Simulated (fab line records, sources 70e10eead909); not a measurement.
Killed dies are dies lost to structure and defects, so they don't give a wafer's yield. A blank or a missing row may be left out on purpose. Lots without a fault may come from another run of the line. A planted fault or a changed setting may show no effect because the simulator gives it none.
fab line records | flow nand_harc
record lots=6 wafers=18 last_day=33
route steps=1302 shown A_ONON_D2@554 END@1302
lots that met no fault: from a run of the same line without faults
start_h: hours from the record's first day to the start of the lot's first wafer shown | wait_h: hours since the lot's step before | " the same as in the row above | L1.1+2: a row that stands for several wafers | - no value, or no start given | * or withheld: withheld | < > ~ a bound
route shown NAME@n: a module of which the file shows steps, and the number in the route of the first | usual: mean/standard deviation of fault-free wafers | same: alike in all rows | chamber/n: place in a boat | sites: the reading at each site | _std_site: their standard deviation | _edge_site: outer sites' mean less inner sites' | radius_mm: how far each site lies from the wafer's centre | mask NAME#n: copy n | behind: the tool/chamber that last shaped the wafer | hold: why the lot was held/for how many hours/how that ended | device: the transistor (n, p or np) that didn't switch | end of line: the same wafers' tests at the end of the route | a step without rows: its recipe alone | killed: dies lost to structure and defects at the first sort, not the wafer's yield | map: a wafer's dies, x killed, . not, _ none there
set.NAME: the setting as run; set.NAME@STEP: as run at that earlier step | model.NAME: the simulator's own value behind a step, which no gauge read
lots at some steps of the route; a table a step, a row a wafer
services: from which hour (start_h, from the record's first day; less than 0 if before it) a tool's chamber was out of use, for how many hours, and why
## steps
# step NHARC_A_ONON_D2_THK_MEAS_14
# recipe thk_meas_gauge=ellipsometry
# usual thk_nm=1000/11
# columns lot.wafer tool chamber start_h wait_h thk_nm
L961.1 film_metro-02 - 354.74 - 996
L961.4 " - " " 998
L961.5 " - " " 996
L969.1 film_metro-01 - 426.04 - 1012
L969.3 " - " " 1011
L969.4 " - " " 1012
L971.2 film_metro-01 - 444.13 - 998
L971.3 " - " " 997
L971.4 " - " " 996
L972.1 film_metro-01 - 461.90 - 1020
L972.5 " - " " 1019
L972.6 " - " " 1020
L976.3 film_metro-01 - 490.57 - 994
L976.4 " - " " 995
L976.5 " - " " 995
L977.3 film_metro-02 - 500.79 - 994
L977.4 " - " " 994
L977.6 " - " " 992
# step NHARC_A_ONON_D2_ANNEAL_15
# recipe temp_c=750 time_s=3600
# step NHARC_A_ONON_D2_DEP_16
# recipe target_thk_a=10000 n2_flow_sccm=2750 n2o_flow_sccm=2000 nh3_flow_sccm=500 sih4_flow_sccm=210 temp_c=400
# step NHARC_A_ONON_D2_THK_MEAS_18
# recipe thk_meas_gauge=ellipsometry
# usual thk_nm=1002/8.7
# columns lot.wafer tool chamber start_h wait_h thk_nm
L961.1 film_metro-01 - 362.44 - 1018
L961.4 " - " " 1018
L961.5 " - " " 1017
L969.1 film_metro-02 - 433.44 - 1006
L969.3 " - " " 1005
L969.4 " - " " 1005
L971.2 film_metro-01 - 451.24 - 1019
L971.3 " - " " 1020
L971.4 " - " " 1022
L972.1 film_metro-01 - 471.23 - 1016
L972.5 " - " " 1017
L972.6 " - " " 1016
L976.3 film_metro-01 - 501.14 - 1001
L976.4 " - " " 1003
L976.5 " - " " 1002
L977.3 film_metro-01 - 508.82 - 1003
L977.4 " - " " 1002
L977.6 " - " " 1004
# step NHARC_A_ONON_D2_DEP_19
# recipe target_thk_a=10000 n2_flow_sccm=2750 n2o_flow_sccm=2000 nh3_flow_sccm=500 sih4_flow_sccm=210 temp_c=400
# step NHARC_A_ONON_D2_THK_MEAS_21
# recipe thk_meas_gauge=ellipsometry
# usual thk_nm=1002/10
# columns lot.wafer tool chamber start_h wait_h thk_nm
L961.1 film_metro-01 - 363.00 - 986
L961.4 " - " " 984
L961.5 " - " " 988
L969.1 film_metro-02 - 434.00 - 989
L969.3 " - " " 989
L969.4 " - " " 988
L971.2 film_metro-01 - 451.80 - 1016
L971.3 " - " " 1017
L971.4 " - " " 1017
L972.1 film_metro-02 - 471.81 - 1004
L972.5 " - " " 1006
L972.6 " - " " 1006
L976.3 film_metro-02 - 501.86 - 1003
L976.4 " - " " 1003
L976.5 " - " " 1004
L977.3 film_metro-01 - 509.38 - 988
L977.4 " - " " 990
L977.6 " - " " 991
# step NHARC_A_ONON_D2_DEP_22
# recipe target_thk_a=10000 n2_flow_sccm=2750 n2o_flow_sccm=2000 nh3_flow_sccm=500 sih4_flow_sccm=210 temp_c=400
# step NHARC_A_ONON_D2_THK_MEAS_24
# recipe thk_meas_gauge=ellipsometry
# usual thk_nm=1002/8.4
# columns lot.wafer tool chamber start_h wait_h thk_nm
L961.1 film_metro-02 - 363.57 - 1004
L961.4 " - " " 1003
L961.5 " - " " 1003
L969.1 film_metro-02 - 434.57 - 1004
L969.3 " - " " 1001
L969.4 " - " " 1002
L971.2 film_metro-01 - 452.37 - 995
L971.3 " - " " 993
L971.4 " - " " 996
L972.1 film_metro-01 - 472.37 - 1001
L972.5 " - " " 1002
L972.6 " - " " 1000
L976.3 film_metro-02 - 502.52 - 1006
L976.4 " - " " 1007
L976.5 " - " " 1005
L977.3 film_metro-02 - 509.94 - 993
L977.4 " - " " 995
L977.6 " - " " 994
# step NHARC_A_ONON_D2_DEP_25
# recipe target_thk_a=10000 n2_flow_sccm=2750 n2o_flow_sccm=2000 nh3_flow_sccm=500 sih4_flow_sccm=210 temp_c=400
# step NHARC_A_ONON_D2_THK_MEAS_27
# recipe thk_meas_gauge=ellipsometry
# usual thk_nm=1002/9.3
# columns lot.wafer tool chamber start_h wait_h thk_nm
L961.1 film_metro-02 - 364.14 - 1006
L961.4 " - " " 1003
L961.5 " - " " 1004
L969.1 film_metro-02 - 435.14 - 1012
L969.3 " - " " 1014
L969.4 " - " " 1011
L971.2 film_metro-02 - 452.93 - 985
L971.3 " - " " 983
L971.4 " - " " 986
L972.1 film_metro-01 - 472.94 - 1002
L972.5 " - " " 1002
L972.6 " - " " 1002
L976.3 film_metro-01 - 503.09 - 991
L976.4 " - " " 991
L976.5 " - " " 989
L977.3 film_metro-01 - 510.52 - 999
L977.4 " - " " 998
L977.6 " - " " 999
# step NHARC_A_ONON_D2_DEP_28
# recipe target_thk_a=10000 n2_flow_sccm=2750 n2o_flow_sccm=2000 nh3_flow_sccm=500 sih4_flow_sccm=210 temp_c=400
# step NHARC_A_ONON_D2_THK_MEAS_30
# recipe thk_meas_gauge=ellipsometry
# usual thk_nm=1000/10
# columns lot.wafer tool chamber start_h wait_h thk_nm
L961.1 film_metro-02 - 364.70 - 991
L961.4 " - " " 991
L961.5 " - " " 990
L969.1 film_metro-01 - 435.71 - 1018
L969.3 " - " " 1018
L969.4 " - " " 1018
L971.2 film_metro-02 - 453.50 - 1002
L971.3 " - " " 1002
L971.4 " - " " 1000
L972.1 film_metro-01 - 473.50 - 1003
L972.5 " - " " 1002
L972.6 " - " " 1001
L976.3 film_metro-01 - 503.65 - 986
L976.4 " - " " 985
L976.5 " - " " 984
L977.3 film_metro-02 - 511.08 - 1007
L977.4 " - " " 1006
L977.6 " - " " 1009
# step NHARC_A_ONON_D2_DEP_33
# recipe target_thk_a=2000 temp_c=400 pressure_torr=6.5 rf_w=900 teos_flow_sccm=161.4 flow_sccm=2650 target_thk_nm=200 gas=O2 material=SiO2
# usual heater_power_w=551/110 mfc_precursor_sccm=161.4/0.46 rf_fwd_power_W=898.1/3 throttle_valve_pct=15.9/0.54
# columns lot.wafer tool chamber start_h wait_h heater_power_w mfc_precursor_sccm rf_fwd_power_W throttle_valve_pct
L961.1 pecvd-02 1 364.76 0.1 601 161.5 888.5 16.7
L961.5 " 1 " " 467 162.0 896.3 16.6
L961.4 " 0 " " 327 160.8 898.4 16.2
L969.3 pecvd-01 2 435.81 0.1 647 160.8 896.5 14.8
L969.1 " 0 " " 607 160.8 905.4 16.6
L969.4 " 0 " " 599 161.0 903.3 16.5
L971.3 pecvd-01 2 453.60 0.1 565 161.3 1004.0 14.9
L971.2 " 0 " " 547 161.5 1008.1 16.5
L971.4 " 0 " " 552 161.5 1007.1 16.5
L972.1 pecvd-01 1 473.56 0.1 605 162.2 1010.0 15.2
L972.6 " 2 " " 628 161.2 1008.0 14.8
L972.5 " 0 " " 506 161.2 1008.0 16.7
L976.3 pecvd-02 2 503.82 0.2 720 161.2 903.3 16.0
L976.5 " 1 " " 613 161.6 900.2 16.2
L976.4 " 0 " " 401 162.1 897.3 16.4
L977.3 pecvd-02 0 511.18 0.1 410 161.1 896.1 16.3
L977.4 " 0 " " 410 161.3 899.7 16.4
L977.6 " 1 " " 584 161.2 895.7 16.2
# step NHARC_A_ONON_D2_THK_MEAS_34
# recipe thk_meas_gauge=ellipsometry
# usual thk_nm=199.5/2.6
# columns lot.wafer tool chamber start_h wait_h thk_nm
L961.1 film_metro-02 - 365.18 - 195.6
L961.4 " - " " 201.3
L961.5 " - " " 202.9
L969.1 film_metro-01 - 436.18 - 196.7
L969.3 " - " " 195.6
L969.4 " - " " 197.9
L971.2 film_metro-02 - 453.97 - 203.8
L971.3 " - " " 205.5
L971.4 " - " " 207.5
L972.1 film_metro-01 - 473.97 - 207.0
L972.5 " - " " 205.0
L972.6 " - " " 205.6
L976.3 film_metro-02 - 504.19 - 193.6
L976.4 " - " " 198.9
L976.5 " - " " 199.3
L977.3 film_metro-01 - 511.55 - 196.0
L977.4 " - " " 198.4
L977.6 " - " " 200.6
# step NHARC_END_SORT_01
# recipe temp_c=25
# usual killed_at_array=46/16 killed_at_other=0.9/1.3 killed_at_periphery=4.1/3 killed_dies=51/17 killed_open=3.5/1.8 killed_short=2.5/1.8
# same gross_dies=677
# columns lot.wafer tool chamber start_h wait_h killed_at_array killed_at_other killed_at_periphery killed_dies killed_open killed_short
L961.1 prober-02 0 642.39 2.5 49 1 3 53 5 2
L961.4 prober-02 0 644.82 3.4 35 0 1 36 3 1
L961.5 prober-02 0 645.63 3.7 45 1 2 48 5 5
L971.2 prober-01 0 742.98 2.8 46 0 0 46 3 1
L971.3 prober-01 0 743.76 3.1 44 0 6 50 3 0
# killed by level:class
L961.1 A_CHANNEL_HOLE_D2:chamber_film_flake=32 A_CHANNEL_HOLE_D1:chamber_film_flake=4 A_DECK1_JOINT:chamber_film_flake=3 A_M0:geometric_particle:open=2 A_SLIT:chamber_film_flake=2 A_WL_FILL:chamber_film_flake=2 P_CONTACT:geometric_particle:open=1 P_M2:geometric_particle:open=1
L961.4 A_CHANNEL_HOLE_D2:chamber_film_flake=22 A_CHANNEL_HOLE_D1:chamber_film_flake=3 A_DECK1_JOINT:chamber_film_flake=2 A_ONON_D1:geometric_particle:open=1 A_CHANNEL_FILL_D1:geometric_particle:short=1 A_CHANNEL_FILL_D2:geometric_particle:open=1 A_BLC:geometric_particle:open=1 P_M2:chamber_film_flake=1
L961.5 A_CHANNEL_HOLE_D2:chamber_film_flake=28 A_CHANNEL_HOLE_D1:chamber_film_flake=3 P_CONTACT:geometric_particle:open=2 A_M0:geometric_particle:short=2 A_M1:geometric_particle:open=2 A_STAIRCASE:chamber_film_flake=2 A_WL_FILL:chamber_film_flake=2 A_CHANNEL_FILL_D1:geometric_particle:short=1
L971.2 A_CHANNEL_HOLE_D1:chamber_film_flake=15 A_STAIRCASE:chamber_film_flake=13 A_CHANNEL_HOLE_D2:chamber_film_flake=5 A_SLIT:chamber_film_flake=5 A_CHANNEL_HOLE_D1:geometric_particle:open=1 A_CHANNEL_FILL_D2:geometric_particle:open=1 A_WL_FILL:geometric_particle:short=1 A_M0:geometric_particle:open=1
L971.3 A_CHANNEL_HOLE_D1:chamber_film_flake=19 A_STAIRCASE:chamber_film_flake=9 P_GATE:chamber_film_flake=5 A_WL_FILL:chamber_film_flake=5 A_CHANNEL_HOLE_D2:chamber_film_flake=2 A_CONTACT:chamber_film_flake=2 A_BONDPAD:chamber_film_flake=2 A_ONON_D1:geometric_particle:open=1
## services
# columns tool chamber start_h hours kind
pecvd-01 - 344.86 1.8 repair
pecvd-02 - 408.14 13.0 pm
pecvd-02 0 408.14 13.0 vent_cycle
pecvd-02 1 408.14 13.0 vent_cycle
pecvd-02 2 408.14 13.0 vent_cycle
pecvd-02 0 421.14 - clean
pecvd-02 1 421.14 - clean
pecvd-02 2 421.14 - clean
pecvd-02 1 461.45 2.0 repair
pecvd-01 - 492.18 13.0 pm
pecvd-01 0 492.18 13.0 vent_cycle
pecvd-01 1 492.18 13.0 vent_cycle
pecvd-01 2 492.18 13.0 vent_cycle
pecvd-01 0 505.18 - clean
pecvd-01 1 505.18 - clean
pecvd-01 2 505.18 - clean
## key
first_sign step=NHARC_A_ONON_D2_DEP_33 reading=rf_fwd_power_W direction=up sigmas=37 usual=* struck=*
effect step=NHARC_A_ONON_D2_THK_MEAS_34 reading=thk_nm direction=up sigmas=2.4 usual=199.5 struck=205.7
met_at NHARC_A_ONON_D2_DEP_33
struck_wafers L971.2,L971.3,L971.4,L972.1,L972.5,L972.6
tester_left_out L971,L972
onset_between 435.81 453.60
fault kind=process_parameter_drift tool=pecvd-01 chamber=- onset_h=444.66 steps=NHARC_A_ONON_D2_DEP_33 channel=rf_w offset=* shape=step end_h=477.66 acts_in=* stated=*
# tester_left_out: of these lots the tester's yield and bins aren't shown, on N5 and GAA mostly nor the transistor test; their killed dies are dies lost to structure and defects alone, not to doping, threshold or leakage, so they don't give the yield
